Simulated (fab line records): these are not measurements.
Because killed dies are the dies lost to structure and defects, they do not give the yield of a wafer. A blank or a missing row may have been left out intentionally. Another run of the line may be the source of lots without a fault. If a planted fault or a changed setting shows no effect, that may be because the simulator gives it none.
Chamber matching -- flow nand harc -- rie diel-13 running NHARC_A_STAIRCASE_TRIM_220: 4 sister chambers
The step chemistry O2, time 211.2 s. 7 wafers are shown with their chamber, then 9 later ones without.

== WAFERS PAIRED WITH THEIR CHAMBERS ==
wafer,chamber,drypump motor current A (A),showerhead plenum p Torr (Torr)
L081.6,3,5.5,3.55
L088.1,1,5.9,3.42
L088.2,0,5.3,3.54
L088.4,2,5.1,3.61
L092.1,0,5.4,3.53
L092.4,1,5.9,3.42
L092.5,2,5.2,3.60

== WAFERS WITHOUT THEIR CHAMBER ==
wafer,drypump motor current A (A),showerhead plenum p Torr (Torr)
L095.1,5.9,3.42
L095.4,5.2,3.60
L095.6,5.9,3.42
L096.4,5.2,3.60
L096.5,5.1,3.60
L096.6,5.6,3.53
L097.2,5.1,3.60
L097.4,5.5,3.53
L097.6,5.4,3.53

== CHAMBER TAKEN BY EACH ==
wafer,from the rows above,in truth
L095.1,1,1
L095.4,2,2
L095.6,1,1
L096.4,2,2
L096.5,2,2
L096.6,can't be placed: 3 or 0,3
L097.2,2,2
L097.4,can't be placed: 0 or 3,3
L097.6,0,0
Placed correctly: 7 of 9. From these rows, 2 cannot be placed; in 2 the true chamber is one of the candidates. 0 placed wrongly.
How it was worked out, from the rows above alone: a wafer's distance from a chamber is the root of the sum, over the readings, of the square of ((its reading less the chamber's mean) divided by the reading's scatter). The wafer belongs to the nearest chamber; if the next one is less than 2 further off, it can't be placed. Each chamber's mean is taken over the wafers shown for it. The scatter is the square root of a quotient: the sum, over the shown wafers, of each reading's squared deviation from its chamber's mean, divided by wafers minus chambers.
